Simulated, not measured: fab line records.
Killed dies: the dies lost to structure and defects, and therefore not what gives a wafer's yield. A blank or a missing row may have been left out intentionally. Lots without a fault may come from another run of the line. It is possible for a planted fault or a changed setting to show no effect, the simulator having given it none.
Split-lot experiment -- flow n5 finfet -- 39 wafers read across 7 lots, on a route 1938 steps long

## SPLIT DETAILS
At N5_BEOL_M0_SAQP_SPACER2_ALD_26 (deposits SiO2, target thk 15 nm, pulse time 1 s, purge time 2 s), the setting target thk a was moved away from the recipe's 150 angstrom on 15 of the 39 wafers read, by -35.9% to +50.9%. All remaining wafers had this setting at the recipe value.

## FROM THE SPLIT TO THE READING: what the file shows between them, 2 steps
- N5_BEOL_M0_SAQP_SPACER2_ETCHBACK_27: etches SiO2 in CHF3/O2, target depth 22.5 nm, time 11.25 s
- N5_BEOL_M0_SAQP_MANDREL2_REMOVE_110: chemistry HBr/Cl2/O2, target a-Si, stops on SiCN, bt time 10 s

## THE READING
Shown in nm: cd nm at N5_BEOL_M0_SAQP_CD_MEAS_29, with target cd 14.4 nm. On this fab line, fault-free wafers typically give 14.93 nm with a standard deviation of 0.23 nm.

wafer,"tool, chamber at the split","target thk a as run, angstrom",against the recipe,"cd nm, nm",against lot-mates on the recipe
L079.1,"ald sin-01, 3,2,2",150,recipe,14.52,-
L079.2,"ald sin-01, 0,1,1",226.4,+50.9%,22.53,+7.86
L079.3,"ald sin-01, 3,2,2",150,recipe,14.66,-
L079.4,"ald sin-01, 0,1,1",226.4,+50.9%,22.28,+7.61
L079.5,"ald sin-01, 3,2,2",150,recipe,14.82,-
L079.6,"ald sin-01, 0,1,1",226.4,+50.9%,22.62,+7.95
L081.1,"ald sin-02, 2,1,3",150,recipe,14.53,-
L081.4,"ald sin-02, 2,1,3",150,recipe,15.34,-
L081.6,"ald sin-02, 2,1,3",150,recipe,15.08,-
L087.1,"ald sin-03, 0",150,recipe,15.16,-
L087.2,"ald sin-03, 1,3,1",226.4,+50.9%,22.64,+7.66
L087.3,"ald sin-03, 1,3,1",226.4,+50.9%,22.65,+7.67
L087.4,"ald sin-03, 2",150,recipe,14.96,-
L087.5,"ald sin-03, 2",150,recipe,14.83,-
L087.6,"ald sin-03, 1,3,1",226.4,+50.9%,22.94,+7.96
L088.1,"ald sin-02, 0,2",150,recipe,14.84,-
L088.2,"ald sin-02, 3",150,recipe,14.50,-
L088.3,"ald sin-02, 0,2",150,recipe,14.80,-
L088.4,"ald sin-02, 1,3,2",121.1,-19.3%,11.88,-2.83
L088.5,"ald sin-02, 1,3,2",121.1,-19.3%,12.03,-2.68
L088.6,"ald sin-02, 1,3,2",121.1,-19.3%,11.82,-2.89
L089.1,"ald sin-02, 0,1",150,recipe,14.67,-
L089.2,"ald sin-02, 0,1",150,recipe,14.81,-
L089.3,"ald sin-02, 2",150,recipe,14.91,-
L089.4,"ald sin-02, 3",96.18,-35.9%,9.26,-5.54
L089.5,"ald sin-02, 3",96.18,-35.9%,9.49,-5.31
L089.6,"ald sin-02, 2",96.18,-35.9%,9.26,-5.54
L092.1,"ald sin-01, 2",150,recipe,15.03,-
L092.2,"ald sin-01, 3,0,0,3,2",150,recipe,15.12,-
L092.3,"ald sin-01, 3,0,0,3,2",150,recipe,15.44,-
L092.4,"ald sin-01, 3,0,0,3,2",150,recipe,15.25,-
L092.5,"ald sin-01, 3,0,0,3,2",150,recipe,14.98,-
L092.6,"ald sin-01, 3,0,0,3,2",150,recipe,15.31,-
L094.1,"ald sin-03, 0,2,2",150,recipe,14.79,-
L094.2,"ald sin-03, 0,2,2",150,recipe,14.79,-
L094.3,"ald sin-03, 3",104.7,-30.2%,10.35,-4.46
L094.4,"ald sin-03, 1",104.7,-30.2%,10.53,-4.28
L094.5,"ald sin-03, 3",104.7,-30.2%,10.62,-4.19
L094.6,"ald sin-03, 0,2,2",150,recipe,14.86,-
The file does not say which wafer passed through which chamber wherever a row lists several chambers: such a row stands for several wafers.

THE FIT
A straight line over all 39 wafers: cd nm changes by +0.151 nm for each +1% of target thk a; r = +1.00; the points scatter about the line by 0.23 nm.
The same after taking each lot's own level away (the mean of its wafers on the recipe; 39 wafers): +0.151 nm for each +1%; r = +1.00; scatter 0.18 nm.
According to that fit, moving target thk a by its largest amount changes the reading by 7.7 nm.
Measured against the standard deviation above, the lots' own levels, which go from 14.667 to 15.188 nm, span 2.3 times it.
The two slopes are in agreement: the lot-to-lot level therefore moves the slope only a little.
Check: +7.72 nm against its lot-mates is what the line predicts for one of the wafers moved furthest among these (+50.9%) when that wafer is left out of the fit. It came out at +7.86 nm against them.

## THE WHOLE CHAIN: every reading that the file lists as answering this split, in the file's order
step,what it does,reading,change (the file's fit),r (the file's)
N5_BEOL_M0_SAQP_SPACER2_ALD_26,"deposits SiO2, target thk 15 nm, pulse time 1 s, purge time 2 s","SiO2_of_BEOL_M0_SAQP_SPACER2_ALD_26.thk nm (the simulator's own value, which no gauge read)",+0.15 nm for each +1% of the setting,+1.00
N5_BEOL_M0_SAQP_MANDREL2_REMOVE_110,"chemistry HBr/Cl2/O2, target a-Si, stops on SiCN, bt time 10 s","BEOL_M0_SAQP.cd nm (the simulator's own value, which no gauge read)",+0.152 nm for each +1% of the setting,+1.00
N5_BEOL_M0_SAQP_CD_MEAS_29,target cd 14.4 nm,cd nm,+0.151 nm for each +1% of the setting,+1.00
N5_BEOL_M0_CUTY_ETCH_63,"etches SOC in N2/H2, target depth 82.7 nm, overetch 16.5 nm, time 124 s","SiO2_of_BEOL_M0_SAQP_SPACER2_ALD_26.thk nm (the simulator's own value, which no gauge read)",+0.145 nm for each +1% of the setting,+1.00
N5_BEOL_M0_HM_OPEN_105,"chemistry Cl2/BCl3, target TiN, target depth 12 nm","SiO2_of_BEOL_M0_SAQP_SPACER2_ALD_26.thk nm (the simulator's own value, which no gauge read)",+0.124 nm for each +1% of the setting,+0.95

## FILE'S OWN FIT
cd nm changes by +0.151 nm for each +1% of target thk a, r = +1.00.
